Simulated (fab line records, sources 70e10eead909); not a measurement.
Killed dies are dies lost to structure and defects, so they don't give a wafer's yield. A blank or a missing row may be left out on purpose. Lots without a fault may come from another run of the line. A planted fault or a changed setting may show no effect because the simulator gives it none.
Chamber matching | flow nand_harc | NHARC_A_CONTACT_ETCH_51 on rie_diel-07: 4 sister chambers
The step etches the open film in O2/COS, target depth 7000 nm, time 1820 s. 8 wafers are shown with their chamber, then 7 later ones without.

WAFERS WITH THEIR CHAMBER
wafer  | chamber | drypump_motor_current_A (A) | showerhead_plenum_p_Torr (Torr)
L415.6 | 0       | 5.7                         | 3.03
L418.1 | 3       | 5.4                         | 3.11
L428.5 | 1       | 5.0                         | 3.04
L431.1 | 3       | 5.4                         | 3.11
L431.2 | 1       | 4.9                         | 3.03
L431.4 | 2       | 6.6                         | 3.23
L432.2 | 2       | 6.6                         | 3.23
L432.4 | 0       | 5.7                         | 3.02

WAFERS WITHOUT THEIR CHAMBER
wafer  | drypump_motor_current_A (A) | showerhead_plenum_p_Torr (Torr)
L432.6 | 4.9                         | 3.03
L434.3 | 5.4                         | 3.10
L434.4 | 5.7                         | 3.02
L434.5 | 5.4                         | 3.10
L436.2 | 5.7                         | 3.02
L436.3 | 4.9                         | 3.03
L436.5 | 4.9                         | 3.03

WHICH CHAMBER EACH WENT THROUGH
wafer  | from the rows above | in truth
L432.6 | 1                   | 1
L434.3 | 3                   | 3
L434.4 | 0                   | 0
L434.5 | 3                   | 3
L436.2 | 0                   | 0
L436.3 | 1                   | 1
L436.5 | 1                   | 1
Placed correctly: 7 of 7. Can't be placed from these rows: 0. Placed wrongly: 0.
How it was worked out, from the rows above alone: a wafer's distance from a chamber is the root of the sum, over the readings, of the square of ((its reading less the chamber's mean) divided by the reading's scatter). The wafer belongs to the nearest chamber; if the next one is less than 2 further off, it can't be placed. A chamber's mean is the mean of its shown wafers. The scatter: the root of (the sum of the squares of (reading less its chamber's mean) over the shown wafers, divided by (wafers less chambers)).
